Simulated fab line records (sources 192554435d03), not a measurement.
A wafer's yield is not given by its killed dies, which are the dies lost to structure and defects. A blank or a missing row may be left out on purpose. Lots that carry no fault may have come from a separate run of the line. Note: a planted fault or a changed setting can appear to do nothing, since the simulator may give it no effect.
Chamber matching || flow n5-finfet || N5_BEOL_M7_CMP_52 on cmp-01: 4 sister chambers
The step polishes, stops on SiCOH lowk, t overpolish 6.9 s, target thk 80 nm. 20 wafers are shown with their chamber, then 10 later ones without.

EACH WAFER AND ITS CHAMBER
{"wafer": "L076.1", "chamber": 2, "motor-current-A (A)": 5.5, "time-to-endpoint-s (s)": 62, "barrier-field-endpoint-s (s)": 28.1}
{"wafer": "L076.2", "chamber": 1, "motor-current-A (A)": 5.3, "time-to-endpoint-s (s)": 66, "barrier-field-endpoint-s (s)": 29.2}
{"wafer": "L076.4", "chamber": 0, "motor-current-A (A)": 5.8, "time-to-endpoint-s (s)": 65, "barrier-field-endpoint-s (s)": 29.3}
{"wafer": "L077.2", "chamber": 3, "motor-current-A (A)": 5.9, "time-to-endpoint-s (s)": 61, "barrier-field-endpoint-s (s)": 28.2}
{"wafer": "L077.3", "chamber": 0, "motor-current-A (A)": 5.9, "time-to-endpoint-s (s)": 67, "barrier-field-endpoint-s (s)": 29.0}
{"wafer": "L077.5", "chamber": 0, "motor-current-A (A)": 6.0, "time-to-endpoint-s (s)": 67, "barrier-field-endpoint-s (s)": 30.1}
{"wafer": "L080.4", "chamber": 1, "motor-current-A (A)": 5.1, "time-to-endpoint-s (s)": 66, "barrier-field-endpoint-s (s)": 30.0}
{"wafer": "L080.5", "chamber": 0, "motor-current-A (A)": 6.1, "time-to-endpoint-s (s)": 61, "barrier-field-endpoint-s (s)": 29.0}
{"wafer": "L080.6", "chamber": 3, "motor-current-A (A)": 5.8, "time-to-endpoint-s (s)": 62, "barrier-field-endpoint-s (s)": 29.4}
{"wafer": "L079.1", "chamber": 3, "motor-current-A (A)": 5.5, "time-to-endpoint-s (s)": 65, "barrier-field-endpoint-s (s)": 28.6}
{"wafer": "L079.4", "chamber": 1, "motor-current-A (A)": 5.0, "time-to-endpoint-s (s)": 70, "barrier-field-endpoint-s (s)": 30.8}
{"wafer": "L079.6", "chamber": 3, "motor-current-A (A)": 6.2, "time-to-endpoint-s (s)": 60, "barrier-field-endpoint-s (s)": 29.7}
{"wafer": "L085.1", "chamber": 2, "motor-current-A (A)": 6.0, "time-to-endpoint-s (s)": 68, "barrier-field-endpoint-s (s)": 28.6}
{"wafer": "L085.5", "chamber": 1, "motor-current-A (A)": 5.3, "time-to-endpoint-s (s)": 67, "barrier-field-endpoint-s (s)": 28.9}
{"wafer": "L085.6", "chamber": 0, "motor-current-A (A)": 5.8, "time-to-endpoint-s (s)": 68, "barrier-field-endpoint-s (s)": 29.2}
{"wafer": "L089.1", "chamber": 0, "motor-current-A (A)": 6.0, "time-to-endpoint-s (s)": 65, "barrier-field-endpoint-s (s)": 30.2}
{"wafer": "L089.3", "chamber": 2, "motor-current-A (A)": 5.7, "time-to-endpoint-s (s)": 65, "barrier-field-endpoint-s (s)": 29.7}
{"wafer": "L089.4", "chamber": 1, "motor-current-A (A)": 5.1, "time-to-endpoint-s (s)": 66, "barrier-field-endpoint-s (s)": 29.8}
{"wafer": "L086.1", "chamber": 0, "motor-current-A (A)": 5.7, "time-to-endpoint-s (s)": 66, "barrier-field-endpoint-s (s)": 28.8}
{"wafer": "L086.2", "chamber": 1, "motor-current-A (A)": 5.4, "time-to-endpoint-s (s)": 70, "barrier-field-endpoint-s (s)": 30.2}

SIGNATURES, as means of the wafers listed above
{"reading": "motor-current-A", "chamber 0": 5.900, "chamber 1": 5.200, "chamber 2": 5.733, "chamber 3": 5.850, "scatter within a chamber": 0.196}
{"reading": "time-to-endpoint-s", "chamber 0": 65.57, "chamber 1": 67.50, "chamber 2": 65.00, "chamber 3": 62.00, "scatter within a chamber": 2.28}
{"reading": "barrier-field-endpoint-s", "chamber 0": 29.371, "chamber 1": 29.817, "chamber 2": 28.800, "chamber 3": 28.975, "scatter within a chamber": 0.662}
Rule: for each reading, subtract the chamber's mean from the wafer's reading, divide by that reading's scatter and square the result; add these up over the readings and take the root, which gives the wafer's distance from the chamber. The wafer belongs to the nearest chamber; if the next one is less than 2 further off, it can't be placed. The scatter is the square root of a quotient: the sum, over the shown wafers, of each reading's squared deviation from its chamber's mean, divided by wafers minus chambers.

WAFERS WITH NO CHAMBER GIVEN
{"wafer": "L086.4", "motor-current-A (A)": 5.7, "time-to-endpoint-s (s)": 63, "barrier-field-endpoint-s (s)": 29.1}
{"wafer": "L091.1", "motor-current-A (A)": 5.7, "time-to-endpoint-s (s)": 61, "barrier-field-endpoint-s (s)": 27.9}
{"wafer": "L091.4", "motor-current-A (A)": 5.2, "time-to-endpoint-s (s)": 65, "barrier-field-endpoint-s (s)": 29.6}
{"wafer": "L091.5", "motor-current-A (A)": 5.8, "time-to-endpoint-s (s)": 61, "barrier-field-endpoint-s (s)": 28.4}
{"wafer": "L097.1", "motor-current-A (A)": 5.2, "time-to-endpoint-s (s)": 68, "barrier-field-endpoint-s (s)": 29.8}
{"wafer": "L097.2", "motor-current-A (A)": 6.0, "time-to-endpoint-s (s)": 63, "barrier-field-endpoint-s (s)": 28.2}
{"wafer": "L097.3", "motor-current-A (A)": 5.5, "time-to-endpoint-s (s)": 66, "barrier-field-endpoint-s (s)": 29.3}
{"wafer": "L095.3", "motor-current-A (A)": 5.3, "time-to-endpoint-s (s)": 70, "barrier-field-endpoint-s (s)": 29.5}
{"wafer": "L095.5", "motor-current-A (A)": 6.1, "time-to-endpoint-s (s)": 72, "barrier-field-endpoint-s (s)": 30.7}
{"wafer": "L095.6", "motor-current-A (A)": 5.2, "time-to-endpoint-s (s)": 69, "barrier-field-endpoint-s (s)": 30.2}

WHICH CHAMBER EACH WENT THROUGH
{"wafer": "L086.4", "from the rows above": "can't be placed: 3 or 2 or 0", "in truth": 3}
{"wafer": "L091.1", "from the rows above": "can't be placed: 3 or 2 or 0", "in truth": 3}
{"wafer": "L091.4", "from the rows above": "can't be placed: 1 or 2", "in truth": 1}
{"wafer": "L091.5", "from the rows above": "can't be placed: 3 or 2 or 0", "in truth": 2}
{"wafer": "L097.1", "from the rows above": 1, "in truth": 1}
{"wafer": "L097.2", "from the rows above": "can't be placed: 3 or 2 or 0", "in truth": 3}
{"wafer": "L097.3", "from the rows above": "can't be placed: 2 or 1 or 0 or 3", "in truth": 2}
{"wafer": "L095.3", "from the rows above": "can't be placed: 1 or 2", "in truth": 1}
{"wafer": "L095.5", "from the rows above": "can't be placed: 0 or 2 or 1 or 3", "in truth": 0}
{"wafer": "L095.6", "from the rows above": 1, "in truth": 1}
Correct placement for 2 of the 10. Can't be placed from these rows: 8 (the true chamber is among the candidates in 8). Wrongly placed: 0.
